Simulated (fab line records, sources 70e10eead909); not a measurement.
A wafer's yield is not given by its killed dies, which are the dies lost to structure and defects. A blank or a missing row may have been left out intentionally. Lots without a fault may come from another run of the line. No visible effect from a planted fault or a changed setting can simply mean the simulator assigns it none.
Chamber matching | flow nand_harc | NHARC_A_CHANNEL_FILL_D1_ALD_25 on ald_hk-02 has 4 sister chambers
The step deposits SiOx, target thk 60 nm, pulse time 10 s, ald cycles 600. 18 wafers are shown with their chamber, then 9 later ones without.

## WAFERS WITH THEIR CHAMBER
wafer  | chamber | heater_power_w (W) | precursor_pulse_height_rel
L074.2 | 0       | 395                | 1.009
L074.3 | 1       | 498                | 0.988
L074.6 | 1       | 502                | 0.991
L075.3 | 0       | 396                | 1.017
L075.5 | 0       | 389                | 1.021
L075.6 | 3       | 450                | 1.009
L082.2 | 0       | 413                | 0.976
L082.1 | 2       | 520                | 1.037
L082.5 | 3       | 453                | 1.008
L083.2 | 3       | 446                | 1.016
L083.4 | 0       | 389                | 1.036
L083.5 | 3       | 462                | 1.020
L086.3 | 1       | 507                | 1.011
L086.4 | 2       | 510                | 1.016
L086.6 | 2       | 503                | 0.998
L088.3 | 2       | 491                | 1.014
L088.4 | 3       | 439                | 0.980
L088.6 | 2       | 504                | 0.964

SIGNATURES, as means of the wafers listed above
reading                    | chamber 0 | chamber 1 | chamber 2 | chamber 3 | scatter within a chamber
heater_power_w             | 396.40    | 502.33    | 505.60    | 450.00    | 9.13
precursor_pulse_height_rel | 1.01180   | 0.99667   | 1.00580   | 1.00660   | 0.0211
Rule: for each reading, subtract the chamber's mean from the wafer's reading, divide by that reading's scatter and square the result; add these up over the readings and take the root, which gives the wafer's distance from the chamber. If the next closest chamber is less than 2 further off than the closest, the wafer can't be placed; otherwise it belongs to the closest. The scatter: take each reading less its chamber's mean, square it, sum over the shown wafers, divide by the number of wafers less the number of chambers, and take the root.

## WAFERS WITHOUT THEIR CHAMBER
wafer  | heater_power_w (W) | precursor_pulse_height_rel
L092.4 | 413                | 0.961
L092.5 | 495                | 0.999
L092.6 | 501                | 1.014
L095.2 | 411                | 0.983
L095.5 | 490                | 0.988
L095.6 | 481                | 1.002
L097.1 | 498                | 0.978
L097.2 | 462                | 0.978
L097.5 | 493                | 1.017

## CHAMBER TAKEN BY EACH
wafer  | from the rows above          | in truth
L092.4 | can't be placed: 0 or 3      | 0
L092.5 | can't be placed: 1 or 2      | 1
L092.6 | can't be placed: 2 or 1      | 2
L095.2 | 0                            | 0
L095.5 | can't be placed: 1 or 2      | 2
L095.6 | can't be placed: 1 or 2 or 3 | 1
L097.1 | can't be placed: 1 or 2      | 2
L097.2 | 3                            | 3
L097.5 | can't be placed: 1 or 2      | 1
2 of 9 placed correctly. Can't be placed from these rows: 7 (the true chamber is among the candidates in 7). 0 placed wrongly.
